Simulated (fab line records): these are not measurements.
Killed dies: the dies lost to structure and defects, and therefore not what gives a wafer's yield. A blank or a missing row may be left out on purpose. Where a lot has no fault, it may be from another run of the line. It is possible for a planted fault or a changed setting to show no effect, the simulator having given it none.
Chamber matching	flow nand_harc	pecvd-01 running NHARC_P_M0_PRE_CLEAN_31: 3 sister chambers
The step time 12 s. 20 wafers are shown with their chamber, then 10 later ones without.

== WAFERS WITH THEIR CHAMBER ==
wafer	chamber	heater_power_w (W)
L078.3	0	652
L078.4	0	653
L078.6	2	601
L079.1	0	723
L079.4	0	721
L079.5	1	848
L080.2	1	822
L080.4	0	693
L080.6	2	584
L082.3	2	592
L082.5	1	847
L082.6	2	591
L084.2	1	731
L084.3	0	652
L084.6	0	664
L085.4	0	683
L085.5	2	601
L085.6	1	856
L094.4	1	833
L094.5	2	588

SIGNATURES (averages over the wafers above)
reading	chamber 0	chamber 1	chamber 2	scatter within a chamber
heater_power_w	680.12	822.83	592.83	32
Rule: for a wafer and a chamber, the distance is found by dividing, reading by reading, the gap between the wafer's reading and the chamber's mean by the reading's scatter, squaring, summing and taking the root. If the next closest chamber is less than 2 further off than the closest, the wafer can't be placed; otherwise it belongs to the closest. The scatter: the root of (the sum of the squares of (reading less its chamber's mean) over the shown wafers, divided by (wafers less chambers)).

== WAFERS MISSING THEIR CHAMBER ==
wafer	heater_power_w (W)
L094.6	744
L095.2	690
L095.4	581
L095.5	845
L096.1	492
L096.4	648
L096.5	733
L097.1	800
L097.3	532
L097.5	656

== EACH ONE'S CHAMBER ==
wafer	from the rows above	in truth
L094.6	can't be placed: 0 or 1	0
L095.2	0	0
L095.4	2	2
L095.5	1	1
L096.1	2	2
L096.4	can't be placed: 0 or 2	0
L096.5	can't be placed: 0 or 1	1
L097.1	1	1
L097.3	2	2
L097.5	can't be placed: 0 or 2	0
6 of 10 placed correctly. These rows do not allow placing 4 (true chamber among the candidates in 4). Wrongly placed: 0.
